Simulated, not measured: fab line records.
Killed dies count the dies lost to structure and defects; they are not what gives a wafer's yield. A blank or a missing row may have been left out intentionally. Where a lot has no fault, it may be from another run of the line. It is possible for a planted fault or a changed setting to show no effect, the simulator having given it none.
fab line records | flow nand_harc
record: lots: 5 wafers: 15 last_day: 32
route steps=1302 shown THIN_TSV@1250 END@1302
lots that met no fault: taken from a fault-free run of the same line
start_h: start of the lot's first displayed wafer, in hours after the record's first day | wait_h: hours from the lot's prior step to this one | " the same as in the row above | L1.1+2: several wafers, shown together as one row | - either no value or no given start | * or withheld: withheld | < > ~ a bound
route shown NAME@n: names a module that has steps shown in the file, with the first one's number in the route | usual: mean/standard deviation taken from wafers without a fault | same: alike in all rows | chamber/n: place in a boat | sites: per-site readings | _std_site: the standard deviation of these | _edge_site: the outer-site mean with the inner-site mean subtracted | radius_mm: how far each site lies from the wafer's centre | mask NAME#n: copy n | behind: the last tool/chamber to shape the wafer | hold: cause of the lot's hold/its duration in hours/its outcome | device: the n, p or np transistor that did not switch | end of line: tests of these same wafers at the route's end | where a step has no rows: the recipe by itself | killed: not the wafer's yield, but the dies lost to structure and defects at the first sort | map: shows each die of a wafer: x if killed, . if not, _ if none is there
set.NAME: the setting the step ran with; set.NAME@STEP: the setting that earlier step ran with | model.NAME: the simulator's own value behind a step, which no gauge read
certain route steps with their lots: each step a table, each wafer a row
services: from which hour (start_h, from the record's first day; less than 0 if before it) a tool's chamber was out of use, for how many hours, and why
== steps ==
step: NHARC_THIN_TSV_DEP_43
recipe: target_thk_a: 13285 temp_c: withheld pressure_torr: 6.5 rf_w: 900 teos_flow_sccm: 161.4 flow_sccm: 2650 target_thk_nm: 1328.5 gas: O2 material: SiO2
step: NHARC_THIN_TSV_DEHYDRATE_04
recipe: temp_c: 150 time_s: 120
step: NHARC_THIN_TSV_HMDS_05
recipe: time_s: 30
step: NHARC_THIN_TSV_COAT_06
recipe: spin_rpm: *
step: NHARC_THIN_TSV_SOFTBAKE_07
recipe: temp_c: 122 time_s: 95
step: NHARC_THIN_TSV_EBR_08
step: NHARC_THIN_TSV_EXPOSE_09
recipe: na: 0.55 dose_mj: 30.7 mask_id: TSV
step: NHARC_THIN_TSV_PEB_10
recipe: peb_temp_c: 118 peb_time_s: 85
step: NHARC_THIN_TSV_DEVELOP_11
recipe: time_s: 70
step: NHARC_THIN_TSV_CD_MEAS_12
recipe: target_cd_nm: 1000 landing_energy_ev: 500
usual: cd_nm: 1000.4/1.9
columns lot.wafer tool chamber start_h wait_h cd_nm
L690.1 cd_sem-03 0 546.33 - 1001.2
L690.3 " 0 " " 1000.7
L690.6 " 0 " " 999.3
L691.2 cd_sem-01 0 577.70 - 998.0
L691.3 " 0 " " 998.9
L691.6 " 0 " " 999.2
L705.2 cd_sem-03 0 706.82 - 1000.3
L705.4 " 0 " " 1000.4
L705.6 " 0 " " 1001.2
L707.2 cd_sem-01 0 724.58 - 998.7
L707.3 " 0 " " 1000.2
L707.6 " 0 " " 1001.2
L710.2 cd_sem-02 0 756.80 - 1000.7
L710.3 " 0 " " 999.9
L710.5 " 0 " " 999.5
step: NHARC_THIN_TSV_HARDBAKE_13
recipe: temp_c: 125 time_s: 80
step: NHARC_THIN_TSV_DESCUM_14
recipe: time_s: 3 o2_flow_sccm: 200 ar_flow_sccm: 0 bias_power_w: 0 chemistry: O2
usual: drypump_motor_current_A: 5.7/0.44 oes_product_au: 1.001/0.0093 rf_vpp_V: 57.7/0.99 showerhead_plenum_p_Torr: 1.91/0.08 throttle_valve_pct: 11.312/0.0099
columns lot.wafer tool chamber start_h wait_h drypump_motor_current_A oes_product_au rf_hours_counter_h rf_vpp_V showerhead_plenum_p_Torr throttle_valve_pct
L690.1 rie_diel-12 1 546.49 - 5.5 1.003 5.1 58.0 1.88 11.316
L690.3 " 0 " " 5.8 1.005 5.3 58.8 2.00 11.312
L690.6 " 1 " " 5.6 1.004 - 59.1 1.88 11.314
L691.3 rie_diel-12 0 577.85 - 5.8 1.012 7.2 55.8 2.00 11.289
L691.2 " 3 " " 5.3 0.999 6.7 56.3 1.78 11.315
L691.6 " 1 " " 5.5 1.000 - 57.2 1.88 11.318
L705.2 rie_diel-12 0 706.98 - 5.8 0.988 4.1 58.5 2.00 11.331
L705.4 " 2 " " 4.8 1.013 4.0 56.6 1.95 11.294
L705.6 " 0 " " 5.8 1.006 - 59.1 2.00 11.317
L707.3 rie_diel-02 3 724.74 - 6.4 1.003 5.9 59.0 2.04 11.309
L707.2 " 0 " " 6.1 0.983 6.8 57.8 1.96 11.314
L707.6 " 3 " " 6.4 1.014 - 58.5 2.04 11.328
L710.3 rie_diel-02 1 756.95 - 5.8 1.007 0 57.2 1.87 11.299
L710.2 " 3 " " 6.4 1.008 0 59.8 2.03 11.310
L710.5 " 1 " " 5.8 1.001 - 59.0 1.87 11.306
step: NHARC_THIN_TSV_ETCH_44
recipe: target_depth_a: 15942 time_s: 797.1 cf4_flow_sccm: 150 o2_flow_sccm: 10 ar_flow_sccm: 0 rf_w: 300 bias_w: 800 chemistry: CF4/O2
usual: drypump_motor_current_A: 5.7/0.43 oes_product_au: 1.002/0.0098 rf_vpp_V: 794/4.6 showerhead_plenum_p_Torr: 1.83/0.074 throttle_valve_pct: 16.915/0.0086
columns lot.wafer tool chamber start_h wait_h drypump_motor_current_A oes_product_au rf_hours_counter_h rf_vpp_V showerhead_plenum_p_Torr throttle_valve_pct
L690.3 rie_diel-12 0 546.63 0.1 5.8 0.997 5.4 797 1.91 16.911
L690.1 " 1 " " 5.5 1.011 5.2 793 1.80 16.916
L690.6 " 0 " " 5.8 0.996 - 797 1.91 16.916
L691.2 rie_diel-12 2 577.94 0.1 4.8 1.015 6.7 796 1.87 16.905
L691.3 " 0 " " 5.8 1.004 7.3 800 1.91 16.910
L691.6 " 3 " " 5.3 1.000 - 786 1.71 16.911
L705.2 rie_diel-12 1 707.06 0.1 5.5 1.003 4.3 792 1.80 16.907
L705.4 " 2 " " 4.8 1.017 4.2 797 1.86 16.918
L705.6 " 1 " " 5.5 0.999 - 791 1.80 16.911
L707.3 rie_diel-02 3 724.82 0.1 6.3 1.009 6.0 801 1.94 16.913
L707.2 " 0 " " 6.1 0.978 7.0 796 1.87 16.909
L707.6 " 0 " " 6.1 0.977 - 797 1.87 16.918
L710.2 rie_diel-02 3 757.15 0.2 6.4 0.999 0.1 800 1.94 16.915
L710.3 " 0 " " 6.2 0.978 0.1 795 1.87 16.916
L710.5 " 1 " " 5.8 1.010 - 791 1.80 16.912
step: NHARC_THIN_TSV_ETCH_15
recipe: target_depth_a: 30000 bosch_target_overetch_cycles: 2 bosch_etch_step_s: 2.8 bosch_dep_step_s: 1.2 bosch_cycles: 14
usual: drypump_motor_current_A: 5.6/0.4
columns lot.wafer tool chamber start_h wait_h drypump_motor_current_A rf_hours_counter_h
L690.3 rie_si-04 1 547.15 - 5.9 0.11
L690.1 " 3 " " 6.0 0.18
L690.6 " 2 " " 5.5 -
L691.2 rie_si-04 2 578.50 - 5.5 0.35
L691.3 " 1 " " 5.9 0.35
L691.6 " 2 " " 5.4 -
L705.4 rie_si-04 1 707.63 - 5.9 0
L705.2 " 2 " " 5.5 0
L705.6 " 2 " " 5.4 -
L707.2 rie_si-04 0 725.39 - 5.1 0.14
L707.3 " 3 " " 6.0 0.12
L707.6 " 0 " " 5.1 -
L710.3 rie_si-04 3 757.62 - 6.0 0.33
L710.2 " 1 " " 5.9 0.29
L710.5 " 3 " " 6.0 -
step: NHARC_THIN_TSV_CD_MEAS_16
usual: cd_nm: 1000.5/2
columns lot.wafer tool chamber start_h wait_h cd_nm
L690.1 cd_sem-01 - 547.30 0.1 1001.9
L690.3 " - " " 1000.9
L690.6 " - " " 999.6
L691.2 cd_sem-02 - 578.65 0.1 997.5
L691.3 " - " " 999.8
L691.6 " - " " 1000.6
L705.2 cd_sem-03 - 707.78 0.1 999.8
L705.4 " - " " 1000.2
L705.6 " - " " 1000.9
L707.2 cd_sem-03 - 725.53 0.1 999.1
L707.3 " - " " 1000.2
L707.6 " - " " 1001.2
L710.2 cd_sem-02 - 757.77 0.1 1001.9
L710.3 " - " " 999.6
L710.5 " - " " 999.6
step: NHARC_THIN_TSV_STRIP_45
recipe: power_w: 1500 temp_c: 250 chemistry: O2
step: NHARC_THIN_TSV_STRIP_46
recipe: time_s: 1200 temp_c: 72.5 chemistry: post_etch_residue_remover
step: NHARC_THIN_TSV_DEP_47
recipe: target_thk_a: 2000 temp_c: withheld pressure_torr: 6.5 rf_w: 900 teos_flow_sccm: 161.4 flow_sccm: 2650 target_thk_nm: 200 gas: O2 material: SiO2
step: NHARC_THIN_TSV_ETCHBACK_48
recipe: target_depth_a: 10285 over_etch_frac: 0.3 time_s: 405.17 ion_energy_ev: 250 c4f8_flow_sccm: withheld ar_flow_sccm: withheld rf_w: 600 bias_w: 300 chemistry: C4F8/Ar
step: NHARC_THIN_TSV_STRIP_62
recipe: power_w: 1500 temp_c: 250 time_s: 20 chemistry: N2/H2
usual: drypump_motor_current_A: 5.4/0.44 heater_power_w: 317/17
columns lot.wafer tool chamber start_h wait_h drypump_motor_current_A heater_power_w rf_hours_counter_h
L690.1 plasma_asher-01 0 549.09 - 5.3 292 4
L690.3 " 0 " " 5.4 284 -
L690.6 " 1 " " 5.3 334 -
L691.2 plasma_asher-02 1 580.36 - 6.1 339 26
L691.3 " 0 " " 4.8 307 -
L691.6 " 0 " " 4.9 302 -
L705.2 plasma_asher-01 0 709.42 - 5.3 298 1
L705.4 " 0 " " 5.3 302 -
L705.6 " 0 " " 5.3 295 -
L707.2 plasma_asher-01 0 727.18 - 5.3 295 6
L707.3 " 0 " " 5.3 306 -
L707.6 " 1 " " 5.3 325 -
L710.2 plasma_asher-02 1 759.39 - 6.0 338 27
L710.3 " 1 " " 6.0 341 -
L710.5 " 0 " " 4.8 302 -
step: NHARC_THIN_TSV_DEGAS_49
recipe: temp_c: 300 time_s: 120
step: NHARC_THIN_TSV_PRE_CLEAN_50
recipe: time_s: 30 temp_c: 280 gas: H2/He
usual: heater_power_w: 407/56
columns lot.wafer tool chamber start_h wait_h heater_power_w
L690.1 pvd_sputter-02 - - - 449
L690.3 " - " " 396
L690.6 " - " " 411
L691.3 pvd_sputter-02 - - - 419
L691.2 " - " " 412
L691.6 " - " " 398
L705.4 pvd_sputter-02 - - - 388
L705.2 " - " " 461
L705.6 " - " " 406
L707.2 pvd_sputter-01 - - - 361
L707.3 " - " " 347
L707.6 " - " " 493
L710.3 pvd_sputter-02 - - - 454
L710.2 " - " " 404
L710.5 " - " " 311
step: NHARC_THIN_TSV_PVD_19
recipe: target_thk_a: 200 chamber_pressure_pa: 5 material: TaN
usual: throttle_valve_pct: 30.0/0.65
columns lot.wafer tool chamber start_h wait_h throttle_valve_pct
L690.3 pvd_sputter-02 - - - 29.2
L690.1 " - " " 29.1
L690.6 " - " " 29.0
L691.3 pvd_sputter-02 - - - 29.2
L691.2 " - " " 30.1
L691.6 " - " " 29.2
L705.2 pvd_sputter-02 - - - 28.8
L705.4 " - " " 29.7
L705.6 " - " " 28.9
L707.3 pvd_sputter-01 - - - 30.5
L707.2 " - " " 30.2
L707.6 " - " " 30.7
L710.3 pvd_sputter-02 - - - 28.8
L710.2 " - " " 28.6
L710.5 " - " " 29.8
step: NHARC_THIN_TSV_PVD_51
recipe: target_thk_a: 1000 chamber_pressure_pa: 5 material: Cu
step: NHARC_THIN_TSV_ECD_20
recipe: target_thk_a: 20000 material: Cu
step: NHARC_THIN_TSV_ANNEAL_52
recipe: temp_c: 225 time_s: 90
step: NHARC_THIN_TSV_CMP_21
recipe: t_overpolish_s: 30 target_thk_nm: 2000
step: NHARC_THIN_TSV_SRD_23
step: NHARC_THIN_TSV_DEGAS_53
recipe: temp_c: 300 time_s: 60
step: NHARC_THIN_TSV_PRE_CLEAN_54
recipe: time_s: 30 temp_c: 280 gas: H2/He
step: NHARC_THIN_TSV_PVD_55
recipe: target_thk_a: 500 material: TiN
step: NHARC_THIN_TSV_PVD_24
recipe: target_thk_a: 8000 power_w: withheld chamber_pressure_pa: withheld substrate_temp_c: withheld time_s: withheld gas: Ar material: Al
step: NHARC_THIN_TSV_DEHYDRATE_25
recipe: temp_c: 150 time_s: 120
step: NHARC_THIN_TSV_HMDS_26
recipe: time_s: 30
step: NHARC_THIN_TSV_COAT_27
recipe: spin_rpm: *
step: NHARC_THIN_TSV_SOFTBAKE_28
recipe: temp_c: 122 time_s: 95
step: NHARC_THIN_TSV_EBR_29
step: NHARC_THIN_TSV_EXPOSE_30
recipe: na: 0.55 dose_mj: 11.47 mask_id: PAD
step: NHARC_THIN_TSV_PEB_31
recipe: peb_temp_c: 118 peb_time_s: 85
step: NHARC_THIN_TSV_DEVELOP_32
recipe: time_s: 70
step: NHARC_THIN_TSV_CD_MEAS_33
recipe: target_cd_nm: 5000 landing_energy_ev: 500
usual: cd_nm: 4998.4/1.8
columns lot.wafer tool chamber start_h wait_h cd_nm
L690.1 cd_sem-03 0 552.36 - 4998.1
L690.3 " 0 " " 4998.6
L690.6 " 0 " " 4998.6
L691.2 cd_sem-01 0 583.65 - 5001.5
L691.3 " 0 " " 5002.7
L691.6 " 0 " " 5001.0
L705.2 cd_sem-01 0 712.63 - 4996.6
L705.4 " 0 " " 4996.2
L705.6 " 0 " " 4994.4
L707.2 cd_sem-03 0 730.51 - 4996.6
L707.3 " 0 " " 4999.8
L707.6 " 0 " " 5000.0
L710.2 cd_sem-02 0 762.60 - 4998.3
L710.3 " 0 " " 4999.5
L710.5 " 0 " " 5001.0
step: NHARC_END_SORT_01
recipe: temp_c: 25
usual: defect_limited_yield: 91.0/2.8 killed_at_array: 56/18 killed_at_other: 1.4/1.5 killed_at_periphery: 4/3.1 killed_dies: 61/19 killed_open: 3.5/1.8 killed_short: 2.4/1.4
same: gross_dies: 677
columns lot.wafer tool chamber start_h wait_h defect_limited_yield[%] killed_at_array killed_at_other killed_at_periphery killed_dies killed_open killed_short
L705.4 prober-01 0 724.17 3.4 81.5 60 60 5 125 2 2
L707.6 prober-02 0 742.57 4.0 87.0 86 0 2 88 5 1
L710.2 prober-02 0 771.46 2.8 91.0 55 2 4 61 3 1
killed by level:class
L705.4 THIN_TSV:unspecified=59 A_CHANNEL_HOLE_D2:chamber_film_flake=22 A_SLIT:chamber_film_flake=19 A_CHANNEL_HOLE_D1:chamber_film_flake=9 P_GATE:chamber_film_flake=5 A_SGD_CUT:chamber_film_flake=4 A_CHANNEL_FILL_D1:geometric_particle:short=1 A_CHANNEL_FILL_D1:geometric_particle:open=1
L707.6 A_SLIT:chamber_film_flake=39 A_CHANNEL_HOLE_D1:chamber_film_flake=31 A_CONTACT:chamber_film_flake=8 P_M1:geometric_particle:open=1 A_ONON_D1:geometric_particle:open=1 A_ONON_D2:geometric_particle:open=1 A_SGD_CUT:geometric_particle:short=1 A_BLC:geometric_particle:open=1
L710.2 A_SLIT:chamber_film_flake=37 A_CHANNEL_HOLE_D2:chamber_film_flake=8 P_STI:chamber_film_flake=2 A_CHANNEL_HOLE_D1:unspecified=2 A_CONTACT:chamber_film_flake=2 THIN_TSV:chamber_film_flake=2 P_M0:geometric_particle:open=1 A_CHANNEL_FILL_D1:geometric_particle:open=1
map L705.4 (x killed, . not)
____________.____________
_________......._________
_______..........._______
______.............______
_____............x.._____
____.................____
____.....x.........x.____
___............x....x.___
___...x..........x....___
__.x..............x....__
__..x...........xx.x.x.__
_......x..............x._
_...x...............xxxx_
_x.x................xxxx_
_...................xxxx_
_..................x.xxx_
...................xxxxxx
....................xxxxx
...................xxxxxx
...................xxxxxx
....................xxxxx
_..................xxxxx_
_..................xxxxx_
_..................xxxxx_
_......................._
_...................x..._
__.....................__
__.........x.x.........__
___.......x.....x.....___
___.x.....xxxx........___
____....x.xxxxx......____
____.....xxxxx.......____
_____.....xxxx..x..x_____
______...xxxxx.x.x.______
_______..xxxxx.x.._______
_________xxxxxx._________
____________x____________
map L691.6 (x killed, . not)
____________.____________
_________.xx...._________
_______..........._______
______.............______
_____......x......x._____
____...........xxxx..____
____...........xx.xx.____
___............xxxxxx.___
___.............xxxx..___
__..x........x..xxxxxx.__
__....x..........x.xx..__
_............x..xx.x...._
_.....x................._
_...............x......x_
_.x..........x.xx......._
_............x........x._
..x.x....................
.........................
..................x......
...x..x........x.....x...
...................x.....
_...................x..._
_.........x............._
_......................._
_...................x..._
_........x.............._
__.....................__
__...............x.....__
___.................x.___
___x.x................___
____.................____
____.......x.........____
_____..............._____
______.............______
_______..........._______
_________......._________
____________.____________
== services ==
columns tool chamber start_h hours kind
rie_si-04 3 548.00 6.4 repair
pvd_sputter-02 - 565.36 3.0 repair
rie_si-04 0 566.90 6.0 repair
rie_diel-02 - 570.70 9.0 pm
pvd_sputter-01 - 582.47 10.0 pm
pvd_sputter-02 - 591.73 17.8 repair
rie_diel-12 1 607.24 4.2 repair
rie_diel-12 2 615.66 2.2 repair
pvd_sputter-01 - 620.81 5.6 repair
rie_diel-12 - 622.40 9.0 pm
plasma_asher-02 - 622.54 9.0 pm
pvd_sputter-02 - 638.00 10.0 pm
rie_si-04 - 638.02 0.1 repair
rie_si-04 2 669.68 34.7 repair
rie_diel-12 2 674.00 2.5 repair
rie_diel-02 1 675.58 3.3 repair
rie_diel-02 3 680.60 6.8 repair
plasma_asher-01 - 696.00 9.0 pm
rie_si-04 - 696.06 9.0 pm
pvd_sputter-02 - 697.04 2.9 repair
plasma_asher-02 - 718.50 0.7 repair
rie_si-04 - 735.88 0.4 repair
rie_diel-02 - 747.70 9.0 pm
pvd_sputter-01 - 752.76 1.7 repair
== key ==
first_sign: step: NHARC_END_SORT_01 reading: killed_at_other direction: up sigmas: 39 usual: 1.4 struck: 60
effect: step: NHARC_END_SORT_01 reading: defect_limited_yield direction: down sigmas: 3.4 usual: 91.0 struck: 81.5
more_kills_born_at: NHARC_THIN_TSV_ETCH_44@rie_diel-12: 59
met_at NHARC_THIN_TSV_ETCH_44
struck_wafers L705.4
onset_between 577.94 707.06
fault: kind: chamber_particle_source tool: rie_diel-12 chamber: 2 onset_h: 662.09 steps: NHARC_THIN_TSV_ETCH_44 rate_per_visit_cm2: 1.5493 end_h: 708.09
